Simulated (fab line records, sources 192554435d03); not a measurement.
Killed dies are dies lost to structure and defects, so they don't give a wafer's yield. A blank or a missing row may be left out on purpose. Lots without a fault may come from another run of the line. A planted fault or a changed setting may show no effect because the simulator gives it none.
A struck lot beside a sound one | flow n5_finfet | 16 steps out of a route of 1938
Sound: wafers L214.2, L214.3, L214.4. Struck: wafers L216.2, L216.3, L216.4. The cause comes at the end.
At each step with rows: each side's tool, then ch and its chambers, then its first start. Under that, the readings that differ: sound wafers | struck wafers | difference of the means | sigmas: that difference in standard deviations of wafers without a fault.
alike: readings whose means differ by less than 2 such deviations, and words and numbers that are the same on both sides. not compared: withheld readings, readings that some wafer has no value for, bounds like >300 that may hide the same value, and numbers for which the record gives no deviation and whose values overlap.
The two part at a step that has a row with sigmas, a row that says differs or no value, or rows on one side only. Numbers that don't overlap but have no deviation are shown without sigmas and don't part them. A reading that every wafer of one side lacks parts them only if that side has two wafers or more.

N5_GATE_CUT_INSPECT_15: inspects for defects (brightfield).
  sound on defect_inspect-02, day 7 04:43; struck on defect_inspect-01, day 7 14:59
  alike: raw_defect_count
then, 2 steps without rows for these wafers: N5_GATE_CUT_DESCUM_18 (chemistry O2, time 7 s); N5_GATE_CUT_ETCH_28 (etches underlayer in N2/H2, target depth 13 nm, time 10.4 s).
N5_GATE_CUT_ETCH_36: etches SiARC in CF4, target depth 13 nm, time 21.7 s.
  sound on rie_diel-03 ch 1,2,3, day 7 04:48; struck on rie_diel-03 ch 1,2,3, day 7 15:04
  alike: drypump_motor_current_A, etch_rf_on_time_s, oes_product_au, rf_vpp_V, showerhead_plenum_p_Torr, throttle_valve_pct
  not compared: rf_hours_counter_h
then, 3 steps without rows for these wafers: N5_GATE_CUT_ETCH_37 (etches SOC in N2/H2, target depth 60 nm, overetch 12 nm, time 90 s); N5_GATE_CUT_STRIP_38 (strips in N2/H2); N5_GATE_CUT_STRIP_39 (strips in N2/H2).
N5_GATE_CUT_HM_OPEN_40: chemistry C4F6/O2, target SiO2, target depth 139 nm, time 85.1 s.
  sound on rie_diel-03 ch 1,2,3, day 7 04:55; struck on rie_diel-03 ch 1,2,3, day 7 15:10
  alike: drypump_motor_current_A, etch_rf_on_time_s, oes_product_au, rf_vpp_V, showerhead_plenum_p_Torr, throttle_valve_pct
  not compared: rf_hours_counter_h
N5_GATE_CUT_STRIP_41: strips in CF4.
  sound on rie_diel-03 ch 1,2,3, day 7 04:58; struck on rie_diel-03 ch 1,2,3, day 7 15:14
  alike: drypump_motor_current_A, oes_product_au, rf_vpp_V, showerhead_plenum_p_Torr, throttle_valve_pct
  not compared: rf_hours_counter_h
N5_GATE_CUT_STRIP_42: strips in O2.
  sound on rie_diel-03 ch 1,2,3, day 7 04:59; struck on rie_diel-03 ch 1,2,3, day 7 15:15
  alike: drypump_motor_current_A, oes_product_au, rf_vpp_V, showerhead_plenum_p_Torr, throttle_valve_pct
  not compared: rf_hours_counter_h
then, 2 steps without rows for these wafers: N5_GATE_CUT_ETCH_19 (etches SiNx in CH3F/O2, target depth 53.7 nm, time 76.7 s); N5_GATE_CUT_CUT_ETCH_53 (etches W in SF6/Cl2, target depth 79.2 nm).
N5_GATE_CUT_CUT_ETCH_54: etches TiN in Cl2/BCl3, target depth 96.7 nm.
  sound on rie_metal-03 ch 0,1, day 7 05:12; struck on rie_metal-03 ch 0,1, day 7 15:28
  reading               | sound          | struck         | difference | sigmas
  etch_rf_on_time_s (s) | 37.6 36.6 37.3 | 27.0 26.9 26.4 | -10.4      | -20
  alike: drypump_motor_current_A, oes_product_au, throttle_valve_pct
  not compared: rf_hours_counter_h
N5_GATE_CUT_CUT_ETCH_55: etches HfO2 in BCl3, target depth 3.2 nm.
  sound on rie_metal-03 ch 0,1, day 7 05:16; struck on rie_metal-03 ch 0,1, day 7 15:31
  alike: drypump_motor_current_A, oes_product_au, throttle_valve_pct
  not compared: rf_hours_counter_h
-- the record jumps here: 4 days lie between the struck wafers' starts before and after (it left off in module GATE_CUT and takes up again in module BEOL_M4, whose first step shown is number 1111 of the route) --
N5_BEOL_M4_RC_MEAS_101:
  sound on prober-02 ch 0, day 10 18:32; struck on prober-02 ch 0, day 11 07:08
  alike: DIBL_N, DIBL_P, IOFF_N, IOFF_P, ION_N, ION_P, SS_N, SS_P, VT_N, VT_P
N5_PASSIVATION_PROBE_49:
  the record has rows for the sound wafers here (prober-02, day 15 01:08) and none for the struck ones

WHERE THEY PART
First at N5_GATE_CUT_CUT_ETCH_54; last, within this record, at N5_PASSIVATION_PROBE_49.

WHY: what the simulator had put in
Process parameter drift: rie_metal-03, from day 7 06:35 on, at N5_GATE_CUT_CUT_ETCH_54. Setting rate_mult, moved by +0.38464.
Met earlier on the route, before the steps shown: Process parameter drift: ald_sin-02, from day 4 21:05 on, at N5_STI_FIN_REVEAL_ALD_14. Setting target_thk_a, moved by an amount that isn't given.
